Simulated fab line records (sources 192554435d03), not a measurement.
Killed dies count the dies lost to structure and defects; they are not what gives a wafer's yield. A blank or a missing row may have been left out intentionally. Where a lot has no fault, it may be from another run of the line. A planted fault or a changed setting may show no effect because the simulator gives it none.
A lot that was struck, set against a sound lot / flow n5 finfet / 16 steps out of a route of 1938
Sound: wafers L953.1, L953.2, L953.4. Struck: wafer L946.3. (L946.2, L946.6 of the same lot were not struck and are left out.) The cause comes at the end.
Order at every step that has rows: each side's tool, ch and its chambers, its first start. Under that, the readings that differ: sound wafers / struck wafers / difference of the means / sigmas: that difference in standard deviations of wafers without a fault.
alike: a reading whose means differ by less than 2 such deviations, as well as words and numbers matching on both sides. not compared: withheld readings; readings where some wafer has no value; bounds like >300 that might hide an equal value; numbers whose values overlap and for which the record gives no deviation.
Wherever a step has rows on one side only, a row that says differs or no value, or a row with sigmas, the two part there. When numbers do not overlap yet have no deviation, they are printed without sigmas and do not part them. A reading that every wafer of one side lacks parts them only if that side has two wafers or more.

first, 1 step without rows for these wafers: N5_GATE_CUT_STRIP_42 (strips in O2).
N5_GATE_CUT_ETCH_19: etches SiNx in CH3F/O2, target depth 53.7 nm, time 76.7 s.
  sound on rie diel-01 ch 0,1,2, day 9 04:53; struck on rie diel-01 ch 0, day 7 16:17
reading=rf hours counter h (h); sound=77 214 215; struck=68; difference=-101; sigmas=
  alike: O2_flow_sccm, drypump motor current A, etch rf on time s, oes product au, rf vpp V, showerhead plenum p Torr, throttle valve pct
then, 1 step without rows for these wafers: N5_GATE_CUT_CUT_ETCH_53 (etches W in SF6/Cl2, target depth 79.2 nm).
N5_GATE_CUT_CUT_ETCH_54: etches TiN in Cl2/BCl3, target depth 96.7 nm.
  sound on rie metal-02 ch 0,1, day 9 05:03; struck on rie metal-02 ch 0, day 7 16:28
  alike: drypump motor current A, etch rf on time s, oes product au, throttle valve pct
  not compared: rf hours counter h
N5_GATE_CUT_CUT_ETCH_55: etches HfO2 in BCl3, target depth 3.2 nm.
  sound on rie metal-02 ch 0,1, day 9 05:07; struck on rie metal-02 ch 0, day 7 16:31
  alike: drypump motor current A, oes product au, throttle valve pct
  not compared: rf hours counter h
then, 1 step without rows for these wafers: N5_GATE_CUT_ETCH_47 (etches SiO2 in Cl2/BCl3, target depth 10 nm).
N5_GATE_CUT_VAPOR_ETCH_48: etches TiN in BCl3/Cl2.
  sound on rie metal-02 ch 0,1, day 9 05:10; struck on rie metal-02 ch 0, day 7 16:35
  alike: drypump motor current A, oes product au
N5_GATE_CUT_VAPOR_ETCH_49: etches TiAlC in BCl3/Cl2.
  sound on rie metal-02 ch 0,1, day 9 05:12; struck on rie metal-02 ch 0, day 7 16:37
  alike: drypump motor current A, oes product au
then, 4 steps without rows for these wafers: N5_GATE_CUT_VAPOR_ETCH_51 (etches HfO2 in BCl3/Cl2); N5_GATE_CUT_STRIP_21 (strips in N2/H2, time 30 s); N5_GATE_CUT_STRIP_29 (strips in post etch residue remover, time 60 s); N5_GATE_CUT_SRD_52 (time 30 s).
N5_GATE_CUT_ALD_22: deposits SiNx, target thk 16 nm, pulse time 1 s, ald cycles 320.
  sound on ald sin-02 ch 0,2,3, day 9 05:48; struck on ald sin-01 ch 3, day 7 16:51
reading=ald cycles; sound=320 320 320; struck=505; difference=+185; sigmas=
reading=model.SiNx_of_GATE_CUT_ALD_22.thk nm (nm); sound=16 16 16; struck=25.2; difference=+9.2; sigmas=
  alike: heater power w, precursor pulse height rel
N5_GATE_CUT_CMP_23: polishes, stops on SiO2, t overpolish 23.4 s, target thk 16 nm.
  sound on cmp-03 ch 0,1,3, day 9 07:19; struck on cmp-01 ch 3, day 7 18:20
reading=motor current A (A); sound=9.1 9.5 9.7; struck=7.8; difference=-1.6; sigmas=-2
reading=time to endpoint s (s); sound=17.6 19.4 18.3; struck=30.4; difference=+12.0; sigmas=+7
reading=model.SiNx_of_GATE_CUT_ALD_22.thk nm (nm); sound=16 16 16; struck=16.6; difference=+0.6; sigmas=
  alike: slurry flow ml min
N5_GATE_CUT_THK_MEAS_24:
  sound on film metro-01, day 9 07:37; struck on film metro-01, day 7 18:38
  alike: GC_FILL_THK
-- a jump in the record: the struck wafers' starts before and after are 4 days apart (it breaks off in module GATE_CUT and resumes in module BEOL_M4, where the first step shown is number 1111 of the route) --
N5_BEOL_M4_RC_MEAS_101:
  sound on prober-01 ch 0, day 13 17:16; struck on prober-01 ch 0, day 11 09:19
reading=SS_P (mV/dec); sound=73.1 73.2 73.2; struck=74.4; difference=+1.2; sigmas=+2
  alike: DIBL_N, DIBL_P, IOFF_N, IOFF_P, ION_N, ION_P, SS_N, VT_N, VT_P

## WHERE THEY PART
First at N5_GATE_CUT_CMP_23; last, within this record, at N5_BEOL_M4_RC_MEAS_101.

WHY: the cause the simulator had injected
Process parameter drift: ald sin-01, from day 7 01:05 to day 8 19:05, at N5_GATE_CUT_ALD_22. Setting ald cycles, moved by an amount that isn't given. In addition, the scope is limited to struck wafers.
